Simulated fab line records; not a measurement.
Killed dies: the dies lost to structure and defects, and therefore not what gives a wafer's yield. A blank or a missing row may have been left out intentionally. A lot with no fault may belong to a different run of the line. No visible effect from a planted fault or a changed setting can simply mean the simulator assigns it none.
Chamber matching -- flow nand_harc -- 3 sister chambers for NHARC_P_M0_DEP_32 on pecvd-01
The step deposits SiCN, target thk 30 nm. 3 wafers are shown with their chamber, then 8 later ones without.

WAFERS PAIRED WITH THEIR CHAMBERS
wafer,chamber,heater_power_w (W)
L091.1,2,508
L091.5,0,573
L090.2,1,667

WAFERS WITH NO CHAMBER GIVEN
wafer,heater_power_w (W)
L090.4,547
L090.6,606
L092.1,682
L092.3,518
L092.4,548
L097.1,525
L097.2,595
L097.5,689

WHICH CHAMBER EACH WENT THROUGH
wafer,from the rows above,in truth
L090.4,can't be placed: 0 or 2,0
L090.6,can't be placed: 0 or 1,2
L092.1,1,1
L092.3,2,2
L092.4,can't be placed: 0 or 2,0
L097.1,can't be placed: 2 or 0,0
L097.2,0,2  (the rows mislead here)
L097.5,1,1
Correct placement for 3 of the 8. Cannot be placed on the basis of these rows: 4; the candidates contain the true chamber in 3. Number placed wrongly: 1.
How it was worked out, from the rows above alone: a wafer's distance from a chamber is the root of the sum, over the readings, of the square of ((its reading less the chamber's mean) divided by the reading's scatter). The wafer belongs to the nearest chamber; if the next one is less than 2 further off, it can't be placed. A chamber's mean is the mean of its shown wafers. The scatter: root of mean squared gap, hidden wafer to nearest shown wafer, with one shown wafer a chamber.
